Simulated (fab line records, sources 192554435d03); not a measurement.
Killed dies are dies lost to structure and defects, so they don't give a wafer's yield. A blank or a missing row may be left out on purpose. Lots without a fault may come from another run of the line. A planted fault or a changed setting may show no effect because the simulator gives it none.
Which tool did it? | flow n5_finfet | 24 lots, 72 wafers sampled, at 4 steps of a route of 1938

WHAT THE GAUGES READ, wafer by wafer
N5_BEOL_M0_SAQP_OVL_MEAS_15.
lot  | measured     | on         | M0_CORE_OVL (nm)
L074 | day 5 11:49  | overlay-01 | -0.6 -0.6 -0.2
L075 | day 5 14:47  | overlay-01 | -2.2 -1.4 -1.6
L076 | day 6 07:00  | overlay-01 | -0.4 -0.6 -0.7
L077 | day 6 08:59  | overlay-01 | -0.1 -0.2 0.2
L078 | day 6 20:29  | overlay-02 | -0.7 -0.2 -0.8
L079 | day 7 01:24  | overlay-02 | -0.2 -0.5 0.0
L080 | day 7 03:57  | overlay-01 | -1.5 -1.0 -0.5
L081 | day 7 06:55  | overlay-01 | -0.8 -1.2 -0.4
L082 | day 7 10:56  | overlay-01 | 0.2 0.0 -0.6
L083 | day 7 19:08  | overlay-02 | -1.5 -1.4 -1.6
L084 | day 8 01:41  | overlay-01 | -0.1 0.8 -1.6
L085 | day 8 12:11  | overlay-01 | -1.2 -0.1 -0.7
L086 | day 8 15:51  | overlay-02 | -0.7 0.5 0.4
L087 | day 8 20:40  | overlay-01 | -1.0 -0.7 -0.6
L088 | day 9 05:10  | overlay-01 | 0.0 -0.9 -0.9
L089 | day 9 09:53  | overlay-02 | -0.8 -0.1 -0.7
L090 | day 9 16:52  | overlay-02 | -1.9 -1.0 -1.4
L091 | day 9 21:58  | overlay-02 | -0.7 0.2 -1.0
L092 | day 10 04:09 | overlay-01 | 0.3 -1.4 0.1
L093 | day 10 08:38 | overlay-02 | -0.4 -0.4 -0.1
L094 | day 10 15:12 | overlay-01 | -0.5 0.7 -0.4
L095 | day 10 18:18 | overlay-01 | -0.6 -1.0 0.3
L096 | day 10 21:41 | overlay-01 | -1.2 -0.9 -1.2
L097 | day 11 03:06 | overlay-01 | -0.6 0.3 0.1

WHICH TOOL RAN EACH LOT (tool, then ch and the chambers of the sampled wafers, then the start)
lot  | N5_MOL_CONTACT_COAG_ETCH_67        | N5_BEOL_M0_SAQP_PECVD_04        | N5_BEOL_M0_SAQP_HM_DEP_111
L074 | rie_diel-05 ch 0,1, day 5 06:14    | pecvd-02 ch 1,2, day 5 11:12    | pecvd-01 ch 0,1,2, day 5 11:20
L075 | rie_diel-02 ch 1,2,3, day 5 06:52  | pecvd-02 ch 0,1,2, day 5 14:10  | pecvd-01 ch 0,1,2, day 5 14:18
L076 | rie_diel-02 ch 2,3, day 5 22:39    | pecvd-02 ch 0,1, day 6 06:29    | pecvd-01 ch 0,1, day 6 06:39
L077 | rie_diel-06 ch 0,1,2, day 6 03:27  | pecvd-02 ch 0,1,2, day 6 08:23  | pecvd-01 ch 0,1,2, day 6 08:31
L078 | rie_diel-06 ch 0,1, day 6 14:49    | pecvd-02 ch 0,1,2, day 6 19:53  | pecvd-02 ch 0,1, day 6 20:01
L079 | rie_diel-02 ch 0,1,3, day 6 18:27  | pecvd-04 ch 1,2, day 7 00:41    | pecvd-01 ch 1, day 7 00:49
L080 | rie_diel-06 ch 0,2,3, day 6 18:46  | pecvd-04 ch 1,2, day 7 03:20    | pecvd-02 ch 0,1,2, day 7 03:29
L081 | rie_diel-06 ch 0,2,3, day 7 00:29  | pecvd-04 ch 0,1, day 7 06:17    | pecvd-01 ch 0,1,2, day 7 06:26
L082 | rie_diel-06 ch 0,2,3, day 7 04:24  | pecvd-02 ch 0,1,2, day 7 10:20  | pecvd-01 ch 0,1,2, day 7 10:28
L083 | rie_diel-06 ch 0,1,3, day 7 13:04  | pecvd-01 ch 0,1, day 7 18:38    | pecvd-04 ch 0,1,2, day 7 18:46
L084 | rie_diel-06 ch 0,3, day 7 19:49    | pecvd-04 ch 0,2, day 8 01:13    | pecvd-01 ch 0,1, day 8 01:20
L085 | rie_diel-05 ch 1,2, day 8 06:35    | pecvd-02 ch 0,2, day 8 11:35    | pecvd-04 ch 0,1, day 8 11:43
L086 | rie_diel-02 ch 0,2, day 8 09:30    | pecvd-02 ch 0,1,2, day 8 15:14  | pecvd-02 ch 0,2, day 8 15:22
L087 | rie_diel-05 ch 0,1, day 8 13:49    | pecvd-02 ch 0,1, day 8 20:04    | pecvd-04 ch 1,2, day 8 20:11
L088 | rie_diel-05 ch 1,2,3, day 8 23:07  | pecvd-02 ch 1,2, day 9 04:37    | pecvd-02 ch 1, day 9 04:47
L089 | rie_diel-05 ch 1,2, day 9 01:59    | pecvd-02 ch 1,2, day 9 09:23    | pecvd-04 ch 0,2, day 9 09:32
L090 | rie_diel-02 ch 1,2,3, day 9 09:34  | pecvd-04 ch 0,1,2, day 9 16:21  | pecvd-01 ch 0,1, day 9 16:29
L091 | rie_diel-02 ch 1,2,3, day 9 15:29  | pecvd-02 ch 0,2, day 9 21:27    | pecvd-01 ch 0,1, day 9 21:35
L092 | rie_diel-06 ch 0,2, day 9 22:04    | pecvd-02 ch 0,2, day 10 03:40   | pecvd-02 ch 0,2, day 10 03:47
L093 | rie_diel-06 ch 0,2, day 10 02:30   | pecvd-01 ch 0,1, day 10 08:07   | pecvd-02 ch 1,2, day 10 08:16
L094 | rie_diel-05 ch 0,1,2, day 10 09:26 | pecvd-04 ch 0,1,2, day 10 14:43 | pecvd-04 ch 0,1,2, day 10 14:51
L095 | rie_diel-02 ch 1,3, day 10 12:02   | pecvd-02 ch 0,1,2, day 10 17:41 | pecvd-01 ch 1,2, day 10 17:50
L096 | rie_diel-05 ch 2,3, day 10 15:45   | pecvd-01 ch 0,1, day 10 21:04   | pecvd-04 ch 0,1, day 10 21:12
L097 | rie_diel-06 ch 2,3, day 10 19:37   | pecvd-02 ch 1,2, day 11 02:28   | pecvd-01 ch 0,1, day 11 02:37
- N5_MOL_CONTACT_COAG_ETCH_67: etches SOC in N2/H2, target depth 60 nm, overetch 21 nm, time 101.2 s.
- N5_BEOL_M0_SAQP_PECVD_04: deposits a-Si from SiH4/He, target thk 60 nm, time 60.2 s.
- N5_BEOL_M0_SAQP_HM_DEP_111: deposits SiO2 from SiH4/N2O, target thk 12 nm, time 7.2 s.

WHAT THE TOOLS THEMSELVES READ (means of the sampled wafers that have a number; where no wafer has one, the mark that the record gives instead)
N5_MOL_CONTACT_COAG_ETCH_67.
lot  | tool        | drypump_motor_current_A (A) | oes_product_au (a.u.) | rf_vpp_V (V) | showerhead_plenum_p_Torr (Torr) | throttle_valve_pct (%)
L074 | rie_diel-05 | 6.0                         | 0.71                  | 524.6        | 2.57                            | 17.89
L075 | rie_diel-02 | 5.8                         | 0.63                  | 523.7        | 2.54                            | 17.97
L076 | rie_diel-02 | 5.6                         | 0.64                  | 525.3        | 2.55                            | 18.13
L077 | rie_diel-06 | 5.9                         | 0.62                  | 524.5        | 2.57                            | 17.92
L078 | rie_diel-06 | 6.2                         | 0.59                  | 524.6        | 2.56                            | 18.09
L079 | rie_diel-02 | 6.2                         | 0.65                  | 525.8        | 2.60                            | 17.94
L080 | rie_diel-06 | 5.9                         | 0.65                  | 523.2        | 2.55                            | 17.97
L081 | rie_diel-06 | 5.9                         | 0.65                  | 524.0        | 2.55                            | 17.96
L082 | rie_diel-06 | 5.9                         | 0.65                  | 524.8        | 2.55                            | 17.96
L083 | rie_diel-06 | 5.9                         | 0.63                  | 525.6        | 2.57                            | 17.99
L084 | rie_diel-06 | 5.9                         | 0.66                  | 524.2        | 2.55                            | 18.01
L085 | rie_diel-05 | 5.3                         | 0.64                  | 525.7        | 2.62                            | 17.75
L086 | rie_diel-02 | 5.6                         | 0.65                  | 524.0        | 2.58                            | 18.07
L087 | rie_diel-05 | 6.0                         | 0.67                  | 524.9        | 2.56                            | 17.94
L088 | rie_diel-05 | 5.5                         | 0.66                  | 526.7        | 2.62                            | 17.73
L089 | rie_diel-05 | 5.8                         | 0.66                  | 525.3        | 2.59                            | 17.87
L090 | rie_diel-02 | 5.8                         | 0.61                  | 523.4        | 2.53                            | 18.03
L091 | rie_diel-02 | 5.8                         | 0.61                  | 523.9        | 2.53                            | 18.02
L092 | rie_diel-06 | 5.8                         | 0.63                  | 524.4        | 2.54                            | 17.95
L093 | rie_diel-06 | 6.1                         | 0.60                  | 524.0        | 2.53                            | 18.13
L094 | rie_diel-05 | 5.5                         | 0.64                  | 524.4        | 2.58                            | 17.86
L095 | rie_diel-02 | 6.0                         | 0.61                  | 523.5        | 2.54                            | 18.05
L096 | rie_diel-05 | 5.3                         | 0.65                  | 526.7        | 2.65                            | 17.65
L097 | rie_diel-06 | 5.6                         | 0.66                  | 524.0        | 2.55                            | 17.90

N5_BEOL_M0_SAQP_PECVD_04.
lot  | tool     | chamber_pressure_Torr (Torr) | heater_power_w (W) | showerhead_plenum_p_Torr (Torr) | susceptor_temp_C (C) | throttle_valve_pct (%)
L074 | pecvd-02 | 3.000                        | 581                | 5.632                           | 349.94               | 17.4
L075 | pecvd-02 | 3.004                        | 598                | 5.632                           | 350.08               | 17.7
L076 | pecvd-02 | 3.007                        | 606                | 5.654                           | 349.71               | 18.7
L077 | pecvd-02 | 3.001                        | 621                | 5.648                           | 349.92               | 18.0
L078 | pecvd-02 | 2.996                        | 615                | 5.643                           | 350.02               | 17.7
L079 | pecvd-04 | 3.001                        | 793                | 5.656                           | 350.03               | 18.2
L080 | pecvd-04 | 3.003                        | 756                | 5.663                           | 349.94               | 17.9
L081 | pecvd-04 | 3.000                        | 635                | 5.623                           | 349.81               | 19.2
L082 | pecvd-02 | 3.004                        | 613                | 5.639                           | 350.03               | 17.8
L083 | pecvd-01 | 2.996                        | 653                | 5.616                           | 350.08               | 19.5
L084 | pecvd-04 | 2.995                        | 692                | 5.636                           | 350.23               | 18.6
L085 | pecvd-02 | 2.998                        | 626                | 5.628                           | 350.20               | 17.5
L086 | pecvd-02 | 3.002                        | 592                | 5.633                           | 349.81               | 17.8
L087 | pecvd-02 | 3.003                        | 604                | 5.651                           | 349.91               | 18.6
L088 | pecvd-02 | 2.993                        | 602                | 5.652                           | 349.93               | 18.1
L089 | pecvd-02 | 3.000                        | 565                | 5.636                           | 349.87               | 17.4
L090 | pecvd-04 | 3.005                        | 703                | 5.646                           | 350.21               | 18.6
L091 | pecvd-02 | 2.995                        | 626                | 5.633                           | 349.65               | 17.6
L092 | pecvd-02 | 3.005                        | 598                | 5.628                           | 350.13               | 17.2
L093 | pecvd-01 | 3.000                        | 637                | 5.619                           | 349.91               | 19.4
L094 | pecvd-04 | 3.002                        | 745                | 5.642                           | 350.06               | 18.5
L095 | pecvd-02 | 3.003                        | 578                | 5.645                           | 349.96               | 18.0
L096 | pecvd-01 | 3.008                        | 670                | 5.625                           | 349.94               | 19.5
L097 | pecvd-02 | 3.008                        | 614                | 5.631                           | 350.05               | 17.6

N5_BEOL_M0_SAQP_HM_DEP_111.
lot  | tool     | chamber_pressure_Torr (Torr) | heater_power_w (W) | showerhead_plenum_p_Torr (Torr) | susceptor_temp_C (C)
L074 | pecvd-01 | 0.7504                       | 777                | 8.09                            | 399.84
L075 | pecvd-01 | 0.7490                       | 834                | 8.09                            | 400.15
L076 | pecvd-01 | 0.7491                       | 795                | 8.02                            | 399.75
L077 | pecvd-01 | 0.7488                       | 837                | 8.10                            | 400.19
L078 | pecvd-02 | 0.7514                       | 706                | 8.09                            | 399.74
L079 | pecvd-01 | 0.7498                       | 807                | 8.03                            | 400.16
L080 | pecvd-02 | 0.7500                       | 707                | 8.06                            | 400.00
L081 | pecvd-01 | 0.7502                       | 838                | 8.10                            | 400.00
L082 | pecvd-01 | 0.7485                       | 792                | 8.09                            | 399.78
L083 | pecvd-04 | 0.7515                       | 907                | 8.09                            | 399.88
L084 | pecvd-01 | 0.7483                       | 800                | 8.03                            | 399.91
L085 | pecvd-04 | 0.7499                       | 816                | 8.02                            | 399.89
L086 | pecvd-02 | 0.7503                       | 746                | 8.04                            | 399.70
L087 | pecvd-04 | 0.7497                       | 977                | 8.10                            | 399.96
L088 | pecvd-02 | 0.7472                       | 689                | 8.13                            | 400.27
L089 | pecvd-04 | 0.7495                       | 895                | 8.11                            | 400.08
L090 | pecvd-01 | 0.7505                       | 810                | 8.02                            | 399.79
L091 | pecvd-01 | 0.7500                       | 794                | 8.02                            | 400.06
L092 | pecvd-02 | 0.7481                       | 752                | 8.04                            | 400.00
L093 | pecvd-02 | 0.7498                       | 642                | 8.06                            | 400.05
L094 | pecvd-04 | 0.7504                       | 920                | 8.08                            | 399.83
L095 | pecvd-01 | 0.7495                       | 873                | 8.15                            | 400.21
L096 | pecvd-04 | 0.7494                       | 860                | 8.02                            | 400.02
L097 | pecvd-01 | 0.7513                       | 815                | 8.03                            | 400.22

THE ANSWER, worked out from the rows above alone
Rule: what is usual is taken from the lots themselves. Put in order of their means at a reading, lots are off if they are a third of the lots or fewer, leave a main group of 4 or more, and stand apart from it by a gap of 3 or more times the standard deviation of the main group's means; of several such gaps the widest counts. A main group whose means are all the same, to the digits that the tables above print for the reading, isn't used. A lot without any number at a reading at which 4 lots or more have one is off too. The other lots that the step has rows for count as sound. The gauges are gone through in route order, then the tools' own readings, and for those a lot's mean is taken as printed above. The first step at which some lot is off is used, and at that step the reading that is off furthest; a lot without a number counts as furthest.
No lot is off at any reading shown: from this, nothing can be told.

WHAT THE SIMULATOR HAD PUT IN
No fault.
